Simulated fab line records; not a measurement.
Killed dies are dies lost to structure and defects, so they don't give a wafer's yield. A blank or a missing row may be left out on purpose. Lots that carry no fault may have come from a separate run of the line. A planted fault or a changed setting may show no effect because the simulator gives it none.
One fault seen from 2 desks || flow n5Finfet || every desk sees just its own numbers, and what lay behind them comes last

## AT THE METROLOGY DESK
What the gauges read, lot by lot, whatever tool the lot ran on: means of the sampled wafers that have a number. If a lot's mean is further than 4 standard deviations from the usual mean, the lot is out of limits and carries the mark OUT (the distance appears in the brackets).
Columns: A = cdNm at N5_BEOL_M11_CD_MEAS_28, usual 70.3 nm
{"lot": "L539", "first seen here": "day 10 14:09", "A": 72.4}
{"lot": "L540", "first seen here": "day 11 17:48", "A": 70.9}
{"lot": "L543", "first seen here": "day 12 03:05", "A": 69.8}
{"lot": "L547", "first seen here": "day 13 02:52", "A": 71.7}
{"lot": "L545", "first seen here": "day 13 16:03", "A": 69.7}
{"lot": "L550", "first seen here": "day 13 17:43", "A": 70.4}
{"lot": "L551", "first seen here": "day 14 08:40", "A": 68.6}
{"lot": "L555", "first seen here": "day 14 15:41", "A": 70.6}
{"lot": "L554", "first seen here": "day 15 12:43", "A": 69.5}
{"lot": "L556", "first seen here": "day 15 12:52", "A": 70.3}
{"lot": "L561", "first seen here": "day 17 18:13", "A": 69.3}
This desk found nothing out of limits on any of the 11 lots.

## DESK OF THE TOOL OWNER: pecvd-04
The tool's own readings at N5_BEOL_M11_PECVD_70 (deposits SiO2 from TEOS/O2, target thk 20 nm, time 22.7 s): means of the sampled wafers that have a number, for each lot that ran on this tool. If a lot's mean is further than 4 standard deviations from the usual mean, the lot is out of limits and carries the mark OUT (the distance appears in the brackets).
Columns: A = heaterPowerW at N5_BEOL_M11_PECVD_70, usual 735 W; B = showerheadPlenumPTorr at N5_BEOL_M11_PECVD_70, usual 8.75 Torr; C = throttleValvePct at N5_BEOL_M11_PECVD_70, usual 22.8 %
{"lot": "L540", "first seen here": "day 11 12:31", "A": 673, "B": 8.75, "C": 23.0}
{"lot": "L543", "first seen here": "day 11 21:08", "A": 666, "B": 8.70, "C": 22.9}
{"lot": "L545", "first seen here": "day 13 08:37", "A": 711, "B": 8.65, "C": 22.6}
{"lot": "L550", "first seen here": "day 13 11:02", "A": 677, "B": 8.70, "C": 22.9}
{"lot": "L551", "first seen here": "day 14 04:49", "A": 726, "B": 8.66, "C": 22.7}
{"lot": "L555", "first seen here": "day 14 10:51", "A": 664, "B": 8.73, "C": 23.1}
{"lot": "L554", "first seen here": "day 15 06:28", "A": 726, "B": 8.68, "C": 22.7}
{"lot": "L556", "first seen here": "day 15 10:55", "A": 693, "B": 8.72, "C": 22.8}
This desk found nothing out of limits on any of the 8 lots.

## TAKEN TOGETHER
At the metrology desk, nothing out of limits was observed.
The tool owner's desk saw nothing out of limits.

## WHAT WAS PUT IN BY THE SIMULATOR
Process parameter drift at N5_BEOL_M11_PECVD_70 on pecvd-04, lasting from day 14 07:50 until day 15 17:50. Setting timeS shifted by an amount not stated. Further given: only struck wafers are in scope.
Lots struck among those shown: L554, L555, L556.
